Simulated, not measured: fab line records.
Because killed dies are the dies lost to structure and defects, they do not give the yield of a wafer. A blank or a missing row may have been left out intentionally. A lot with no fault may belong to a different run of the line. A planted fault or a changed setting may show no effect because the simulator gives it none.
fab line records    flow n5_finfet
record lots=24  wafers=72  last_day=17
route steps=1938 shown BEOL_M3@954
lots that met no fault: taken from a fault-free run of the same line
start_h: start of the lot's first displayed wafer, in hours after the record's first day    wait_h: hours from the lot's prior step to this one    " unchanged from the row above    L1.1+2: a single row standing in for several wafers    - no value present, or no start provided    * or withheld: withheld    < > ~ a bound
route shown NAME@n: names a module that has steps shown in the file, with the first one's number in the route    usual: the fault-free wafers' mean and standard deviation    same: alike in all rows    chamber/n: place in a boat    sites: per-site readings    _std_site: standard deviation across them    _edge_site: inner sites' mean taken away from outer sites' mean    radius_mm: how far each site lies from the wafer's centre    mask NAME#n: copy n    behind: the most recent tool/chamber to have shaped the wafer    hold: cause of the lot's hold/its duration in hours/its outcome    device: the transistor (n, p or np) that didn't switch    end of line: the route-end tests of the same wafers    a step without rows: its recipe alone    killed: not the wafer's yield, but the dies lost to structure and defects at the first sort    map: per-die view of a wafer (x killed, . not killed, _ where there is no die)
set.NAME: the run value of the setting; set.NAME@STEP: its run value at that earlier step    model.NAME: the simulator's own value behind a step, which no gauge read
route steps across a sampled set of lots; one table per step, one row per wafer
services: when a tool's chamber went out of use (start_h, in hours from the record's first day, below 0 if earlier), for how many hours, and the reason
## steps
# step N5_BEOL_M3_HM_OPEN_17
# recipe chemistry=Cl2/BCl3  target_depth_a=200  overetch_a=60  target=TiN  mask_material=SOC  ion_energy_ev=150  pressure_mtorr=10  icp_w=1000  bias_w=126  Cl2_flow_sccm=53.25  bcl3_flow_sccm=21.75  Ar_flow_sccm=25
# usual drypump_motor_current_A=5.3/0.44  oes_product_au=0.65/0.053  throttle_valve_pct=22.04/0.29
lot.wafer  tool          chamber  start_h  wait_h  drypump_motor_current_A  oes_product_au  rf_hours_counter_h  throttle_valve_pct
L074.1     rie_metal-01  1        150.09   0.0     5.0                      0.73            11                  21.69
L074.2     "             0        "        "       4.9                      0.62            65                  21.99
L074.5     "             1        "        "       5.0                      0.75            -                   21.70
L075.1     rie_metal-02  0        156.11   0.0     5.5                      0.69            31                  22.14
L075.2     "             1        "        "       6.0                      0.68            35                  21.82
L075.3     "             0        "        "       5.6                      0.67            -                   22.15
L076.1     rie_metal-03  1        157.75   0.0     5.9                      0.56            101                 22.70
L076.2     "             0        "        "       4.8                      0.60            68                  22.14
L076.4     "             1        "        "       5.9                      0.57            -                   22.71
L077.2     rie_metal-03  0        161.29   0.0     4.8                      0.60            69                  22.12
L077.3     "             0        "        "       4.8                      0.60            -                   22.14
L077.5     "             0        "        "       4.8                      0.60            -                   22.14
L078.2     rie_metal-02  1        162.78   0.0     6.0                      0.68            36                  21.83
L078.3     "             1        "        "       5.9                      0.68            -                   21.82
L078.6     "             1        "        "       6.0                      0.68            -                   21.82
L079.1     rie_metal-01  0        166.00   0.0     4.9                      0.62            66                  21.99
L079.4     "             0        "        "       4.9                      0.62            -                   21.99
L079.6     "             0        "        "       4.9                      0.63            -                   21.98
L080.4     rie_metal-02  0        176.62   0.1     5.6                      0.67            -                   22.15
L080.5     "             0        "        "       5.5                      0.67            -                   22.16
L080.6     "             1        "        "       6.0                      0.68            -                   21.81
L081.3     rie_metal-02  0        193.11   0.1     5.6                      0.67            -                   22.17
L081.4     "             1        "        "       6.0                      0.68            -                   21.84
L081.5     "             1        "        "       6.0                      0.68            -                   21.82
L082.1     rie_metal-01  1        193.47   0.0     5.0                      0.72            15                  21.69
L082.2     "             0        "        "       4.9                      0.62            69                  22.00
L082.6     "             1        "        "       5.0                      0.73            -                   21.72
L083.2     rie_metal-01  0        196.35   0.0     4.9                      0.61            69                  22.01
L083.4     "             1        "        "       5.0                      0.73            -                   21.71
L083.6     "             0        "        "       4.9                      0.61            -                   22.01
L084.1     rie_metal-02  0        197.14   0.0     5.6                      0.66            35                  22.18
L084.2     "             1        "        "       5.9                      0.68            39                  21.82
L084.6     "             0        "        "       5.6                      0.68            -                   22.16
L085.1     rie_metal-03  0        214.43   0.0     4.8                      0.59            72                  22.13
L085.5     "             0        "        "       4.8                      0.59            -                   22.14
L085.6     "             1        "        "       5.9                      0.55            -                   22.71
L086.1     rie_metal-01  1        218.58   0.0     5.0                      0.72            18                  21.71
L086.2     "             0        "        "       4.9                      0.61            71                  22.00
L086.4     "             1        "        "       5.0                      0.71            -                   21.72
L087.1     rie_metal-01  1        224.13   0.0     5.0                      0.72            18                  21.70
L087.5     "             0        "        "       4.9                      0.61            -                   22.00
L087.6     "             1        "        "       5.0                      0.72            -                   21.71
L089.1     rie_metal-01  0        229.58   0.0     4.9                      0.60            72                  22.01
L089.3     "             1        "        "       5.0                      0.72            -                   21.72
L089.4     "             0        "        "       4.9                      0.60            -                   22.02
L088.1     rie_metal-03  0        236.43   0.0     4.8                      0.58            75                  22.15
L088.4     "             1        "        "       5.9                      0.55            -                   22.72
L088.5     "             1        "        "       5.9                      0.55            -                   22.71
L090.3     rie_metal-03  0        238.73   0.1     4.8                      0.60            -                   22.16
L090.5     "             0        "        "       4.8                      0.59            -                   22.17
L090.6     "             1        "        "       5.8                      0.55            -                   22.71
L091.1     rie_metal-02  1        247.17   0.0     6.0                      0.66            44                  21.84
L091.4     "             1        "        "       6.0                      0.66            -                   21.83
L091.5     "             1        "        "       6.0                      0.67            -                   21.86
L092.2     rie_metal-02  0        253.26   0.1     5.5                      0.65            -                   22.19
L092.4     "             0        "        "       5.5                      0.65            -                   22.20
L092.6     "             0        "        "       5.5                      0.65            -                   22.19
L093.1     rie_metal-01  0        266.76   0.0     4.9                      0.61            74                  21.98
L093.4     "             1        "        "       5.0                      0.72            -                   21.70
L093.6     "             0        "        "       4.9                      0.61            -                   22.02
L094.1     rie_metal-01  1        276.88   0.0     5.0                      0.70            21                  21.72
L094.2     "             0        "        "       4.9                      0.60            75                  22.03
L094.6     "             0        "        "       4.9                      0.60            -                   22.02
L097.1     rie_metal-02  1        286.73   0.0     6.0                      0.66            47                  21.85
L097.2     "             0        "        "       5.5                      0.65            44                  22.20
L097.3     "             1        "        "       6.0                      0.66            -                   21.85
L095.3     rie_metal-02  1        287.70   0.1     5.9                      0.65            -                   21.83
L095.5     "             1        "        "       6.0                      0.66            -                   21.85
L095.6     "             0        "        "       5.6                      0.64            -                   22.19
L096.1     rie_metal-01  0        293.17   0.0     4.9                      0.61            75                  22.01
L096.4     "             1        "        "       5.0                      0.70            -                   21.71
L096.6     "             1        "        "       5.0                      0.71            -                   21.73
# step N5_BEOL_M3_OVL_MEAS_29
# recipe points_per_wafer=522
# usual V2_OVL=-0.1/0.76
# same points_per_wafer=522
lot.wafer  tool        chamber  start_h  wait_h  V2_OVL[nm]
L074.1     overlay-02  0        150.62   0.0     -0.5
L074.2     "           0        "        "       -0.8
L074.5     "           0        "        "       0.8
L075.1     overlay-02  0        156.68   0.0     0.6
L075.2     "           0        "        "       0.0
L075.3     "           0        "        "       -0.2
L076.1     overlay-02  0        158.53   0.0     1.0
L076.2     "           0        "        "       -0.3
L076.4     "           0        "        "       0.0
L077.2     overlay-01  0        161.83   0.0     -0.1
L077.3     "           0        "        "       -1.1
L077.5     "           0        "        "       -0.6
L078.2     overlay-01  0        163.32   0.0     1.5
L078.3     "           0        "        "       0.5
L078.6     "           0        "        "       1.4
L079.1     overlay-02  0        166.53   0.0     -0.7
L079.4     "           0        "        "       -0.7
L079.6     "           0        "        "       -0.6
L080.4     overlay-02  0        177.14   0.0     0.6
L080.5     "           0        "        "       0.4
L080.6     "           0        "        "       1.1
L081.3     overlay-01  0        193.62   0.0     -0.4
L081.4     "           0        "        "       0.5
L081.5     "           0        "        "       -0.5
L082.1     overlay-01  0        194.01   0.0     1.3
L082.2     "           0        "        "       0.0
L082.6     "           0        "        "       0.7
L083.2     overlay-02  0        196.91   0.0     -0.4
L083.4     "           0        "        "       0.0
L083.6     "           0        "        "       0.4
L084.1     overlay-02  0        197.93   0.0     -1.7
L084.2     "           0        "        "       -1.0
L084.6     "           0        "        "       -0.4
L085.1     overlay-02  0        215.11   0.0     0.4
L085.5     "           0        "        "       0.4
L085.6     "           0        "        "       -0.1
L086.1     overlay-01  0        219.11   0.0     1.1
L086.2     "           0        "        "       -0.6
L086.4     "           0        "        "       -0.9
L087.1     overlay-02  0        224.68   0.0     -1.0
L087.5     "           0        "        "       -1.3
L087.6     "           0        "        "       -1.2
L089.1     overlay-01  0        230.31   0.0     1.0
L089.3     "           0        "        "       1.5
L089.4     "           0        "        "       1.2
L088.1     overlay-01  0        237.09   0.0     -0.3
L088.4     "           0        "        "       0.3
L088.5     "           0        "        "       1.1
L090.3     overlay-01  0        239.36   0.0     -0.4
L090.5     "           0        "        "       -0.7
L090.6     "           0        "        "       -0.6
L091.1     overlay-02  0        247.70   0.0     -0.5
L091.4     "           0        "        "       -0.3
L091.5     "           0        "        "       -1.1
L092.2     overlay-01  0        253.98   0.0     0.3
L092.4     "           0        "        "       -0.2
L092.6     "           0        "        "       0.5
L093.1     overlay-01  0        267.47   0.0     -1.0
L093.4     "           0        "        "       -0.6
L093.6     "           0        "        "       -0.5
L094.1     overlay-01  0        277.43   0.0     -0.1
L094.2     "           0        "        "       -0.2
L094.6     "           0        "        "       -0.1
L097.1     overlay-01  0        287.38   0.0     -0.6
L097.2     "           0        "        "       -0.5
L097.3     "           0        "        "       -0.1
L095.3     overlay-02  0        288.34   0.0     -1.3
L095.5     "           0        "        "       -0.9
L095.6     "           0        "        "       -0.3
L096.1     overlay-01  0        293.70   0.0     -0.3
L096.4     "           0        "        "       0.5
L096.6     "           0        "        "       0.7
# step N5_BEOL_M3_INSPECT_30
# recipe mode=adi  inspect_instrument=brightfield
# usual raw_defect_count=410/100
lot.wafer  tool               chamber  start_h  wait_h  raw_defect_count
L074.1     defect_inspect-01  -        150.67   0.1     534
L074.2     "                  -        "        "       352
L074.5     "                  -        "        "       345
L075.1     defect_inspect-02  -        156.74   0.1     354
L075.2     "                  -        "        "       393
L075.3     "                  -        "        "       311
L076.1     defect_inspect-02  -        158.58   0.1     273
L076.2     "                  -        "        "       326
L076.4     "                  -        "        "       315
L077.2     defect_inspect-01  -        161.88   0.0     355
L077.3     "                  -        "        "       307
L077.5     "                  -        "        "       465
L078.2     defect_inspect-02  -        163.37   0.0     410
L078.3     "                  -        "        "       359
L078.6     "                  -        "        "       398
L079.1     defect_inspect-02  -        166.59   0.1     428
L079.4     "                  -        "        "       441
L079.6     "                  -        "        "       299
L080.4     defect_inspect-01  -        177.18   0.0     425
L080.5     "                  -        "        "       410
L080.6     "                  -        "        "       473
L081.3     defect_inspect-01  -        193.67   0.0     401
L081.4     "                  -        "        "       480
L081.5     "                  -        "        "       386
L082.1     defect_inspect-02  -        194.06   0.1     598
L082.2     "                  -        "        "       591
L082.6     "                  -        "        "       548
L083.2     defect_inspect-02  -        196.96   0.0     229
L083.4     "                  -        "        "       351
L083.6     "                  -        "        "       284
L084.1     defect_inspect-02  -        197.99   0.1     426
L084.2     "                  -        "        "       468
L084.6     "                  -        "        "       311
L085.1     defect_inspect-02  -        215.16   0.1     397
L085.5     "                  -        "        "       478
L085.6     "                  -        "        "       312
L086.1     defect_inspect-01  -        219.17   0.1     400
L086.2     "                  -        "        "       570
L086.4     "                  -        "        "       537
L087.1     defect_inspect-01  -        224.74   0.1     462
L087.5     "                  -        "        "       493
L087.6     "                  -        "        "       511
L089.1     defect_inspect-01  -        230.37   0.1     584
L089.3     "                  -        "        "       425
L089.4     "                  -        "        "       437
L088.1     defect_inspect-01  -        237.15   0.1     878
L088.4     "                  -        "        "       457
L088.5     "                  -        "        "       640
L090.3     defect_inspect-01  -        239.41   0.0     311
L090.5     "                  -        "        "       317
L090.6     "                  -        "        "       485
L091.1     defect_inspect-02  -        247.76   0.1     416
L091.4     "                  -        "        "       282
L091.5     "                  -        "        "       389
L092.2     defect_inspect-02  -        254.03   0.0     385
L092.4     "                  -        "        "       336
L092.6     "                  -        "        "       300
L093.1     defect_inspect-02  -        267.53   0.1     362
L093.4     "                  -        "        "       401
L093.6     "                  -        "        "       355
L094.1     defect_inspect-02  -        277.50   0.1     557
L094.2     "                  -        "        "       347
L094.6     "                  -        "        "       267
L097.1     defect_inspect-02  -        287.44   0.1     512
L097.2     "                  -        "        "       599
L097.3     "                  -        "        "       477
L095.3     defect_inspect-02  -        288.39   0.0     292
L095.5     "                  -        "        "       525
L095.6     "                  -        "        "       360
L096.1     defect_inspect-01  -        293.76   0.1     406
L096.4     "                  -        "        "       445
L096.6     "                  -        "        "       448
# step N5_BEOL_M3_ALD_98
# recipe material=SiO2  target_thk_a=25  temp_c=100  ald_precursor_family=BDEAS  ald_co_reactant=O2-plasma  pulse_time_s=1  co_reactant_pulse_time_s=1  purge_time_s=2  co_reactant_purge_time_s=2  ald_cycles=17  pressure_torr=2
# usual heater_power_w=78/7.1  precursor_pulse_height_rel=0.997/0.018
lot.wafer  tool        chamber  start_h  wait_h  heater_power_w  precursor_pulse_height_rel  since_wet_clean_h
L074.1     ald_sin-03  3        150.84   0.1     87              1.006                       142
L074.2     "           2        "        "       80              1.000                       142
L074.5     "           2        "        "       84              0.963                       -
L075.1     ald_sin-04  1        156.90   0.1     82              0.999                       255
L075.2     "           3        "        "       75              1.007                       255
L075.3     "           0        "        "       75              1.024                       255
L076.1     ald_sin-03  3        158.89   0.1     87              1.005                       150
L076.2     "           1        "        "       84              0.994                       150
L076.4     "           0        "        "       71              0.994                       150
L077.2     ald_sin-04  1        162.05   0.1     81              0.974                       260
L077.3     "           2        "        "       78              0.973                       260
L077.5     "           1        "        "       82              0.986                       -
L078.2     ald_sin-02  0        163.83   0.3     69              1.004                       353
L078.3     "           3        "        "       65              0.986                       353
L078.6     "           3        "        "       67              0.998                       -
L079.1     ald_sin-02  0        167.31   0.1     69              1.022                       356
L079.4     "           3        "        "       66              1.001                       356
L079.6     "           2        "        "       82              1.016                       -
L080.4     ald_sin-04  3        177.35   0.1     74              1.009                       275
L080.5     "           0        "        "       77              1.021                       -
L080.6     "           3        "        "       74              0.984                       -
L081.3     ald_sin-04  3        194.01   0.2     77              1.005                       292
L081.4     "           2        "        "       79              0.992                       292
L081.5     "           1        "        "       83              1.013                       -
L082.1     ald_sin-03  2        194.68   0.1     83              0.983                       186
L082.2     "           0        "        "       71              0.988                       186
L082.6     "           2        "        "       79              0.953                       -
L083.2     ald_sin-04  1        197.25   0.1     82              0.994                       295
L083.4     "           2        "        "       78              1.023                       295
L083.6     "           2        "        "       79              1.013                       -
L084.1     ald_sin-02  2        198.15   0.1     81              1.004                       7
L084.2     "           3        "        "       67              0.986                       7
L084.6     "           2        "        "       83              0.994                       -
L085.1     ald_sin-02  2        215.54   0.3     82              0.973                       25
L085.5     "           1        "        "       87              0.970                       -
L085.6     "           2        "        "       83              0.984                       -
L086.1     ald_sin-02  3        219.66   0.4     66              0.993                       29
L086.2     "           2        "        "       81              0.953                       29
L086.4     "           0        "        "       68              0.981                       29
L087.1     ald_sin-04  3        224.91   0.1     75              1.001                       323
L087.5     "           3        "        "       75              1.001                       -
L087.6     "           0        "        "       78              0.997                       -
L089.1     ald_sin-02  1        231.30   0.8     87              1.000                       41
L089.3     "           0        "        "       69              0.988                       41
L089.4     "           2        "        "       81              0.980                       41
L088.1     ald_sin-04  1        237.32   0.1     80              0.985                       335
L088.4     "           2        "        "       77              0.996                       335
L088.5     "           0        "        "       78              0.979                       -
L090.3     ald_sin-02  0        239.79   0.3     68              1.012                       49
L090.5     "           0        "        "       68              0.987                       -
L090.6     "           1        "        "       89              1.017                       -
L091.1     ald_sin-02  3        248.36   0.5     68              0.988                       58
L091.4     "           2        "        "       81              0.996                       58
L091.5     "           1        "        "       88              1.009                       -
L092.2     ald_sin-02  3        254.25   0.1     67              0.995                       64
L092.4     "           0        "        "       68              0.975                       -
L092.6     "           3        "        "       68              1.028                       -
L093.1     ald_sin-02  2        267.75   0.1     81              0.985                       77
L093.4     "           3        "        "       69              1.018                       77
L093.6     "           0        "        "       69              0.990                       -
L094.1     ald_sin-02  0        277.95   0.3     68              1.023                       87
L094.2     "           2        "        "       82              1.021                       87
L094.6     "           1        "        "       87              0.998                       -
L097.1     ald_sin-02  0        287.62   0.1     67              0.996                       97
L097.2     "           3        "        "       68              1.012                       97
L097.3     "           2        "        "       83              1.025                       97
L095.3     ald_sin-03  1        288.56   0.1     86              0.991                       280
L095.5     "           1        "        "       84              1.008                       -
L095.6     "           2        "        "       80              0.994                       -
L096.1     ald_sin-04  2        293.93   0.1     77              1.004                       12
L096.4     "           0        "        "       78              1.026                       -
L096.6     "           2        "        "       81              1.009                       -
# step N5_BEOL_M3_CD_MEAS_35
# recipe target_cd_nm=18  target_cd_y_nm=21  polarity=opening
# usual cd_nm=18.0/0.32
lot.wafer  tool       chamber  start_h  wait_h  cd_nm
L074.1     cd_sem-03  -        153.65   0.0     18.3
L074.2     "          -        "        "       18.5
L074.5     "          -        "        "       18.5
L075.1     cd_sem-01  -        157.68   0.0     18.0
L075.2     "          -        "        "       18.1
L075.3     "          -        "        "       18.1
L076.1     cd_sem-02  -        160.94   0.0     18.2
L076.2     "          -        "        "       18.3
L076.4     "          -        "        "       17.5
L077.2     cd_sem-01  -        164.10   0.0     18.3
L077.3     "          -        "        "       18.4
L077.5     "          -        "        "       18.1
L078.2     cd_sem-01  -        164.50   0.0     18.8
L078.3     "          -        "        "       17.8
L078.6     "          -        "        "       18.0
L079.1     cd_sem-03  -        168.30   0.0     18.0
L079.4     "          -        "        "       18.0
L079.6     "          -        "        "       18.2
L080.4     cd_sem-02  -        182.92   0.0     17.6
L080.5     "          -        "        "       17.5
L080.6     "          -        "        "       18.0
L081.3     cd_sem-02  -        194.72   0.0     18.0
L081.4     "          -        "        "       17.8
L081.5     "          -        "        "       17.8
L082.1     cd_sem-02  -        195.48   0.0     17.6
L082.2     "          -        "        "       18.5
L082.6     "          -        "        "       18.5
L083.2     cd_sem-03  -        198.16   0.0     17.9
L083.4     "          -        "        "       18.2
L083.6     "          -        "        "       18.0
L084.1     cd_sem-02  -        206.37   0.0     17.4
L084.2     "          -        "        "       17.2
L084.6     "          -        "        "       17.8
L085.1     cd_sem-02  -        216.68   0.0     17.6
L085.5     "          -        "        "       18.0
L085.6     "          -        "        "       17.4
L086.1     cd_sem-01  -        223.62   0.0     17.7
L086.2     "          -        "        "       17.6
L086.4     "          -        "        "       17.8
L087.1     cd_sem-02  -        228.64   0.0     17.4
L087.5     "          -        "        "       18.2
L087.6     "          -        "        "       17.8
L089.1     cd_sem-02  -        231.96   0.0     18.0
L089.3     "          -        "        "       18.2
L089.4     "          -        "        "       18.1
L088.1     cd_sem-03  -        246.88   0.0     18.4
L088.4     "          -        "        "       18.0
L088.5     "          -        "        "       17.9
L090.3     cd_sem-01  -        247.15   0.0     17.3
L090.5     "          -        "        "       17.9
L090.6     "          -        "        "       18.2
L091.1     cd_sem-02  -        266.44   0.0     18.2
L091.4     "          -        "        "       18.4
L091.5     "          -        "        "       18.1
L092.2     cd_sem-01  -        266.64   0.0     17.9
L092.4     "          -        "        "       18.0
L092.6     "          -        "        "       17.2
L093.1     cd_sem-03  -        275.62   0.0     18.1
L093.4     "          -        "        "       17.7
L093.6     "          -        "        "       18.1
L094.1     cd_sem-01  -        282.88   0.0     18.3
L094.2     "          -        "        "       18.3
L094.6     "          -        "        "       18.2
L097.1     cd_sem-03  -        292.83   0.0     18.4
L097.2     "          -        "        "       17.9
L097.3     "          -        "        "       17.7
L095.3     cd_sem-02  -        295.24   0.0     18.8
L095.5     "          -        "        "       18.7
L095.6     "          -        "        "       17.9
L096.1     cd_sem-02  -        296.02   0.0     18.0
L096.4     "          -        "        "       17.9
L096.6     "          -        "        "       18.1
# step N5_BEOL_M3_ANNEAL_82
# recipe temp_c=400  time_s=240  ambient=vacuum
# usual heater_power_w=822/64
lot.wafer  tool            chamber  start_h  wait_h  heater_power_w
L074.1     pvd_sputter-03  -        155.73   0.0     781
L074.2     "               -        "        "       945
L074.5     "               -        "        "       917
L075.1     pvd_sputter-03  -        159.82   0.0     754
L075.2     "               -        "        "       852
L075.3     "               -        "        "       939
L076.1     pvd_sputter-03  -        162.68   0.0     880
L076.2     "               -        "        "       915
L076.4     "               -        "        "       939
L077.2     pvd_sputter-02  -        165.67   0.0     752
L077.3     "               -        "        "       773
L077.5     "               -        "        "       766
L078.2     pvd_sputter-03  -        165.86   0.0     843
L078.3     "               -        "        "       769
L078.6     "               -        "        "       946
L079.1     pvd_sputter-02  -        169.48   0.0     785
L079.4     "               -        "        "       748
L079.6     "               -        "        "       774
L080.4     pvd_sputter-02  -        184.46   0.0     748
L080.5     "               -        "        "       762
L080.6     "               -        "        "       884
L081.3     pvd_sputter-01  -        196.28   0.0     760
L081.4     "               -        "        "       830
L081.5     "               -        "        "       797
L082.1     pvd_sputter-02  -        197.09   0.0     744
L082.2     "               -        "        "       770
L082.6     "               -        "        "       887
L083.2     pvd_sputter-01  -        199.72   0.0     821
L083.4     "               -        "        "       873
L083.6     "               -        "        "       794
L084.1     pvd_sputter-03  -        208.06   0.0     905
L084.2     "               -        "        "       942
L084.6     "               -        "        "       771
L085.1     pvd_sputter-03  -        218.56   0.0     842
L085.5     "               -        "        "       765
L085.6     "               -        "        "       950
L086.1     pvd_sputter-02  -        226.78   0.0     754
L086.2     "               -        "        "       768
L086.4     "               -        "        "       786
L087.1     pvd_sputter-02  -        230.26   0.0     766
L087.5     "               -        "        "       752
L087.6     "               -        "        "       763
L089.1     pvd_sputter-01  -        233.29   0.0     761
L089.3     "               -        "        "       805
L089.4     "               -        "        "       800
L088.1     pvd_sputter-01  -        248.38   0.0     868
L088.4     "               -        "        "       821
L088.5     "               -        "        "       813
L090.3     pvd_sputter-02  -        250.44   0.0     768
L090.5     "               -        "        "       891
L090.6     "               -        "        "       763
L091.1     pvd_sputter-01  -        267.75   0.0     886
L091.4     "               -        "        "       812
L091.5     "               -        "        "       844
L092.2     pvd_sputter-02  -        268.19   0.0     771
L092.4     "               -        "        "       770
L092.6     "               -        "        "       758
L093.1     pvd_sputter-01  -        277.07   0.0     779
L093.4     "               -        "        "       835
L093.6     "               -        "        "       900
L094.1     pvd_sputter-02  -        284.39   0.0     751
L094.2     "               -        "        "       743
L094.6     "               -        "        "       742
L097.1     pvd_sputter-01  -        294.24   0.0     888
L097.2     "               -        "        "       819
L097.3     "               -        "        "       795
L095.3     pvd_sputter-02  -        297.15   0.0     776
L095.5     "               -        "        "       879
L095.6     "               -        "        "       791
L096.1     pvd_sputter-01  -        297.74   0.0     802
L096.4     "               -        "        "       886
L096.6     "               -        "        "       798
## services
tool            chamber  start_h  hours  kind
pvd_sputter-02  -        126.57   5.3    repair
rie_metal-02    -        129.41   25.4   repair
ald_sin-03      2        129.97   7.7    repair
ald_sin-04      -        147.83   1.5    repair
rie_metal-03    0        169.80   2.5    repair
ald_sin-02      -        176.75   14.0   pm
ald_sin-02      0        176.75   14.0   vent_cycle
ald_sin-02      1        176.75   14.0   vent_cycle
ald_sin-02      2        176.75   14.0   vent_cycle
ald_sin-02      3        176.75   14.0   vent_cycle
ald_sin-02      0        190.75   -      clean
ald_sin-02      1        190.75   -      clean
ald_sin-02      2        190.75   -      clean
ald_sin-02      3        190.75   -      clean
ald_sin-02      3        190.79   -      calibration
ald_sin-04      -        218.74   0.8    pm
ald_sin-02      1        224.96   5.9    repair
ald_sin-04      0        225.34   7.4    repair
pvd_sputter-03  -        235.09   39.9   repair
rie_metal-01    -        243.20   14.6   pm
rie_metal-02    1        247.55   14.2   repair
ald_sin-02      1        249.29   7.5    repair
ald_sin-04      -        268.25   14.0   pm
ald_sin-04      3        293.63   14.6   repair
## key
fault none
